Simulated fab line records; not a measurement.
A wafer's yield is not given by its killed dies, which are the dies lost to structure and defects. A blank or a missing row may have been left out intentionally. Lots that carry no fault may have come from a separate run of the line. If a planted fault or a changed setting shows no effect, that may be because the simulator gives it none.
Problem report in the 8D (eight disciplines) form, filled by code | flow nand_harc | the parts of the form that need people (team, actions taken, sign-off) are left out

== 1. WHAT WENT WRONG ==
Wafers without a fault read 1001 nm, standard deviation 7.6; thk_nm at NHARC_A_ONON_D2_THK_MEAS_02 reads a mean of 1086 nm on 3 wafers belonging to 3 lots. That is +11 standard deviations from the usual mean.
The step: measures by ellipsometry.
First observed at day 16 15:05: wafer L238.2, on film_metro-01. At this step, 42 wafers from 15 lots have a number in the record. By rule, "out" or "out of limits" means more than 4 standard deviations away from the usual mean. The rest of the wafers with a number are treated as sound.

== 2. WHAT THIS IS AND IS NOT ==
question                    | is                           | is not
which readings at this step | thk_nm                       | -
which lots                  | L238, L240, L242             | L229, L230, L231, L232, L233, L235, L245, L247, L248, L250, L251, L252
which wafers of those lots  | L238.2, L240.6, L242.6       | L238.3, L240.3, L242.5
read on which gauges        | film_metro-01, film_metro-02 | -
when                        | from day 16 15:05            | up to then (19 sound wafers); but 20 sound wafers of L240, L242, L245, L247, L248, L250, L251, L252 came after

== 3. WHAT RULES OUT EACH SUSPECT ==
Counting: a tool at a process step up to the reading stays a suspect if it ran every lot that is out. Sound lots after the first of them don't rule it out here, since some wafers of a struck lot are sound.
- ruled out: the gauge at NHARC_A_ONON_D2_THK_MEAS_02. 2 gauges (film_metro-01, film_metro-02) read the wafers that are out.
- pecvd_onon-03 at NHARC_A_ONON_D2_DEP_00 (target thk 1000 nm): kept. Ran every lot that is out, first one L238 (day 16 14:38); last sound lot up to then L235 (day 15 02:56).
After counting, what remains is pecvd_onon-03 at NHARC_A_ONON_D2_DEP_00.

== 4. THE CAUSE (what the simulator had put in) ==
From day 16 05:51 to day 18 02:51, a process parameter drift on pecvd_onon-03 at NHARC_A_ONON_D2_DEP_00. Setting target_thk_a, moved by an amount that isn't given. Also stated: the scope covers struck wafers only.
The count eliminated every tool but this one.

== 5. THE CHAIN OF EFFECTS, in route order ==
Each row: a reading whose mean over the struck wafers that have a number lies more than 3 standard deviations from the usual. Readings are gone through only where the record gives a usual standard deviation; hours: the median, over the lots, of the time from a lot's start at the first step in this table giving one to that lot's start at this step; sigmas: the change measured in usual standard deviations.
hours | step                        | reading | usual   | on struck wafers | change | sigmas
0     | NHARC_A_ONON_D2_THK_MEAS_02 | thk_nm  | 1001 nm | 1086             | +85    | +11

== 6. WHAT WOULD HAVE CAUGHT IT SOONER ==
The first out-of-limits reading at a measuring or inspecting step in this record came at day 16 15:05, 9 hours after the fault's start at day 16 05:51.
An alarm limit of 4 standard deviations would not have fired on the tool readings at NHARC_A_ONON_D2_DEP_00 for which the record gives a usual standard deviation, since none of them was out on any struck wafer.
Among the 3 lots that are out, L240, L242 began NHARC_A_ONON_D2_DEP_00 on pecvd_onon-03 after day 16 15:05. A hold on the tool at that time would have spared those 2.
